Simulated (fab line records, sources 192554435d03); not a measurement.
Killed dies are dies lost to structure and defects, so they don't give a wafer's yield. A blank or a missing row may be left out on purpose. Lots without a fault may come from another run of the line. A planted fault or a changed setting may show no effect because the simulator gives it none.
A struck lot beside a sound one | flow n5_finfet | 15 steps out of a route of 1938
Sound: wafers L450.1, L450.2, L450.4. Struck: wafers L469.1, L469.3, L469.6. The cause comes at the end.
At each step with rows: each side's tool, then ch and its chambers, then its first start. Under that, the readings that differ: sound wafers | struck wafers | difference of the means | sigmas: that difference in standard deviations of wafers without a fault.
alike: readings whose means differ by less than 2 such deviations, and words and numbers that are the same on both sides. not compared: withheld readings, readings that some wafer has no value for, bounds like >300 that may hide the same value, and numbers for which the record gives no deviation and whose values overlap.
The two part at a step that has a row with sigmas, a row that says differs or no value, or rows on one side only. Numbers that don't overlap but have no deviation are shown without sigmas and don't part them. A reading that every wafer of one side lacks parts them only if that side has two wafers or more.

N5_BEOL_M15_ANNEAL_48: time 90 s.
  sound on rtp_anneal-01 ch 0, day 11 03:32; struck on rtp_anneal-01 ch 0, day 16 01:38
  alike: wafer_temp_C_max
then, 1 step without rows for these wafers: N5_BEOL_M15_CMP_49 (polishes, stops on SiO2, t overpolish 4.9 s, target thk 850 nm).
N5_BEOL_M15_THK_MEAS_50: measures by xrf.
  sound on film_metro-01, day 11 04:08; struck on film_metro-01, day 16 02:14
  alike: M15_THK
then, 2 steps without rows for these wafers: N5_BEOL_M15_PRE_CLEAN_52 (time 15 s); N5_BEOL_M15_DEP_53 (deposits SiCN from 3MS/NH3, target thk 50 nm, time 17.8 s).
N5_BEOL_M15_RS_MEAS_54: measures by four-point-probe.
  sound on film_metro-01, day 11 04:16; struck on film_metro-02, day 16 02:22
  alike: M15_RS
N5_BEOL_M15_INSPECT_55: inspects for defects (darkfield).
  sound on defect_inspect-02, day 11 04:17; struck on defect_inspect-02, day 16 02:23
  alike: raw_defect_count
N5_BEOL_M15_RC_MEAS_101:
  sound on prober-01 ch 0, day 11 04:19; struck on prober-01 ch 0, day 16 02:25
  alike: COMB_M10, COMB_M11, COMB_M12, COMB_M13, COMB_M14, COMB_M15, COMB_M15_max_site, COMB_M5, COMB_M6, COMB_M7, COMB_M8, COMB_M9, SERP_M10, SERP_M10_max_site, SERP_M11, SERP_M12, SERP_M13, SERP_M13_max_site, SERP_M14, SERP_M5, SERP_M6, SERP_M6_max_site, SERP_M7, SERP_M8, SERP_M9, SERP_M9_max_site
N5_PASSIVATION_PECVD_00: deposits SiO2 from SiH4/N2O, target thk 200 nm, time 11.2 s.
  sound on pecvd-01 ch 0,2, day 11 05:17; struck on pecvd-04 ch 0,1, day 16 03:23
  reading                | sound    | struck   | difference | sigmas
  throttle_valve_pct (%) | 47 45 47 | 54 54 54 | +8         | +2
  alike: heater_power_w, showerhead_plenum_p_Torr, showerhead_vpp_V
N5_MIM_BOT_DEGAS_01: time 60 s.
  sound on pvd_sputter-02, day 11 05:56; struck on pvd_sputter-02, day 16 04:00
  alike: heater_power_w
N5_MIM_BOT_SPUTTER_00: material TiN, target thk 35 nm, time 89.7 s.
  sound on pvd_sputter-02, day 11 05:59; struck on pvd_sputter-02, day 16 04:02
  alike: throttle_valve_pct
N5_MIM_TOP_ALD_00: deposits Al2O3, purge time 3 s, co reactant pulse time 3 s.
  sound on ald_hk-03 ch 1,2,3, day 11 06:05; struck on ald_hk-01 ch 0,2,3, day 16 04:08
  alike: precursor_pulse_height_rel
N5_MIM_TOP_ALD_01: deposits HfO2, target thk 5.6 nm, pulse time 1 s, purge time 3 s.
  sound on ald_hk-03 ch 1,2,3, day 11 06:00; struck on ald_hk-01 ch 0,2,3, day 16 04:00
  reading                                  | sound       | struck      | difference | sigmas
  ald_cycles                               | 62 62 62    | 30 30 30    | -32        |
  model.HfO2_of_MIM_TOP_ALD_01.thk_nm (nm) | 5.6 5.6 5.6 | 2.8 2.8 2.8 | -2.8       |
  alike: precursor_pulse_height_rel
then, 1 step without rows for these wafers: N5_MIM_TOP_ALD_02 (deposits Al2O3, purge time 3 s, co reactant pulse time 3 s).
N5_PASSIVATION_PROBE_49:
  the record has rows for the struck wafers here (prober-01, day 16 16:49) and none for the sound ones

WHERE THEY PART
First at N5_PASSIVATION_PECVD_00; last, within this record, at N5_PASSIVATION_PROBE_49.

WHY: what the simulator had put in
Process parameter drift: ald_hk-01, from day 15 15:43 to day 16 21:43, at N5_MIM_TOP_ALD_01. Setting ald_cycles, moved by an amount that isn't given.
